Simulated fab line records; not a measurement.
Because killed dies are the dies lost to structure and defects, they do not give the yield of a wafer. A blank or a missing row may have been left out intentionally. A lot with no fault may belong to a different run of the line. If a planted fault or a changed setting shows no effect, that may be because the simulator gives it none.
Which tool is to blame? :: flow n5Finfet :: 32 wafers from 11 lots sampled at 5 of the route's 1938 steps

## WHAT EACH GAUGE READ, for each wafer
N5_BEOL_M11_THK_MEAS_01.
lot: L619
measured: day 10 13:05
on: filmMetro-02
M11_ILD_THK (nm): 268 272 270

lot: L623
measured: day 10 19:40
on: filmMetro-02
M11_ILD_THK (nm): 268 267 270

lot: L622
measured: day 10 20:37
on: filmMetro-02
M11_ILD_THK (nm): 269 271 269

lot: L625
measured: day 11 14:55
on: filmMetro-02
M11_ILD_THK (nm): 267 269 273

lot: L626
measured: day 11 21:32
on: filmMetro-02
M11_ILD_THK (nm): 267 267 271

lot: L628
measured: day 12 12:13
on: filmMetro-02
M11_ILD_THK (nm): 262 267 269

lot: L627
measured: day 12 15:40
on: filmMetro-02
M11_ILD_THK (nm): 265 269

lot: L636
measured: day 14 16:15
on: filmMetro-01
M11_ILD_THK (nm): 262 263 268

lot: L639
measured: day 15 15:58
on: filmMetro-01
M11_ILD_THK (nm): 264 268 277

lot: L640
measured: day 15 17:22
on: filmMetro-01
M11_ILD_THK (nm): 264 263 268

lot: L641
measured: day 15 23:19
on: filmMetro-01
M11_ILD_THK (nm): 268 271 274

## WHAT TOOL EACH LOT RAN ON (gives the tool, then ch and the chambers of the sampled wafers, and finally the start)
lot: L619
N5_BEOL_M10_ETCH_41: rieDiel-01 ch 0,2,3, day 10 10:50 or earlier
N5_BEOL_M10_ALD_74: aldMetal-01 ch 0,1,2, day 10 10:50
N5_BEOL_M10_ECD_50: ecdCu-01 ch 0,1, day 10 11:34
N5_BEOL_M10_CMP_52: cmp-04 ch 0,1,3, day 10 12:02

lot: L623
N5_BEOL_M10_ETCH_41: rieDiel-01 ch 0,2, day 10 16:40 or earlier
N5_BEOL_M10_ALD_74: aldMetal-01 ch 0,1,2, day 10 16:40
N5_BEOL_M10_ECD_50: ecdCu-02 ch 0,1, day 10 17:41
N5_BEOL_M10_CMP_52: cmp-04 ch 1,2,3, day 10 18:34

lot: L622
N5_BEOL_M10_ETCH_41: rieDiel-06 ch 0,1,3, day 10 17:52 or earlier
N5_BEOL_M10_ALD_74: aldMetal-01 ch 0,2,3, day 10 17:52
N5_BEOL_M10_ECD_50: ecdCu-01 ch 0,1, day 10 18:28
N5_BEOL_M10_CMP_52: cmp-04 ch 0,2,3, day 10 19:12

lot: L625
N5_BEOL_M10_ETCH_41: rieDiel-06 ch 0,1,3, day 11 12:49 or earlier
N5_BEOL_M10_ALD_74: aldMetal-04 ch 0,2,3, day 11 12:49
N5_BEOL_M10_ECD_50: ecdCu-01 ch 0,1, day 11 13:23
N5_BEOL_M10_CMP_52: cmp-03 ch 1,2, day 11 13:50

lot: L626
N5_BEOL_M10_ETCH_41: rieDiel-03 ch 1,2,3, day 11 18:45 or earlier
N5_BEOL_M10_ALD_74: aldMetal-02 ch 1,2, day 11 18:45
N5_BEOL_M10_ECD_50: ecdCu-01 ch 0, day 11 19:26
N5_BEOL_M10_CMP_52: cmp-02 ch 0,3, day 11 19:58

lot: L628
N5_BEOL_M10_ETCH_41: rieDiel-06 ch 0,2,3, day 12 09:47 or earlier
N5_BEOL_M10_ALD_74: aldMetal-01 ch 2,3, day 12 09:47
N5_BEOL_M10_ECD_50: ecdCu-01 ch 0,1, day 12 10:30
N5_BEOL_M10_CMP_52: cmp-04 ch 1,2,3, day 12 11:10

lot: L627
N5_BEOL_M10_ETCH_41: rieDiel-01 ch 2,3, day 12 12:43 or earlier
N5_BEOL_M10_ALD_74: aldMetal-01 ch 1,3, day 12 12:43
N5_BEOL_M10_ECD_50: ecdCu-01 ch 0,1, day 12 13:36
N5_BEOL_M10_CMP_52: cmp-04 ch 1,2, day 12 14:08

lot: L636
N5_BEOL_M10_ETCH_41: rieDiel-06 ch 0,2,3, day 14 13:48 or earlier
N5_BEOL_M10_ALD_74: aldMetal-01 ch 1,2,3, day 14 13:48
N5_BEOL_M10_ECD_50: ecdCu-02 ch 0,1, day 14 14:41
N5_BEOL_M10_CMP_52: cmp-04 ch 0,3, day 14 15:06

lot: L639
N5_BEOL_M10_ETCH_41: rieDiel-01 ch 0,2,3, day 15 13:50 or earlier
N5_BEOL_M10_ALD_74: aldMetal-01 ch 1,2,3, day 15 13:50
N5_BEOL_M10_ECD_50: ecdCu-01 ch 0,1, day 15 14:28
N5_BEOL_M10_CMP_52: cmp-02 ch 2,3, day 15 14:53

lot: L640
N5_BEOL_M10_ETCH_41: rieDiel-01 ch 0,2,3, day 15 14:32 or earlier
N5_BEOL_M10_ALD_74: aldMetal-01 ch 0,1,2, day 15 14:32
N5_BEOL_M10_ECD_50: ecdCu-02 ch 0,1, day 15 15:23
N5_BEOL_M10_CMP_52: cmp-03 ch 0,1,3, day 15 15:53

lot: L641
N5_BEOL_M10_ETCH_41: rieDiel-06 ch 2,3, day 15 21:04 or earlier
N5_BEOL_M10_ALD_74: aldMetal-02 ch 0,2, day 15 21:04
N5_BEOL_M10_ECD_50: ecdCu-02 ch 0,1, day 15 21:50
N5_BEOL_M10_CMP_52: cmp-04 ch 0,2,3, day 15 22:19
- N5_BEOL_M10_ETCH_41: etches SiCN in CH3F/O2, target depth 42.6 nm, time 86 s.
- N5_BEOL_M10_ALD_74: deposits TaN, target thk 2 nm, pulse time 2 s, purge time 3 s.
- N5_BEOL_M10_ECD_50: material Cu, target thk 318 nm.
- N5_BEOL_M10_CMP_52: polishes, stops on SiCOH lowk, t overpolish 7 s, target thk 140 nm.

## THE ANSWER, worked out from the rows above alone
Rule: what is usual is taken from the lots themselves. Put in order of their means at a reading, lots are off if they are a third of the lots or fewer, leave a main group of 4 or more, and stand apart from it by a gap of 3 or more times the standard deviation of the main group's means; of several such gaps the widest counts. If all means in a main group match to the digits the tables above print for the reading, that group is not used. A lot without any number at a reading at which 4 lots or more have one is off too. Where the step has rows for the other lots, those lots are counted as sound.
No lot is off at any reading shown: from this, nothing can be told.

## WHAT THE SIMULATOR PUT IN
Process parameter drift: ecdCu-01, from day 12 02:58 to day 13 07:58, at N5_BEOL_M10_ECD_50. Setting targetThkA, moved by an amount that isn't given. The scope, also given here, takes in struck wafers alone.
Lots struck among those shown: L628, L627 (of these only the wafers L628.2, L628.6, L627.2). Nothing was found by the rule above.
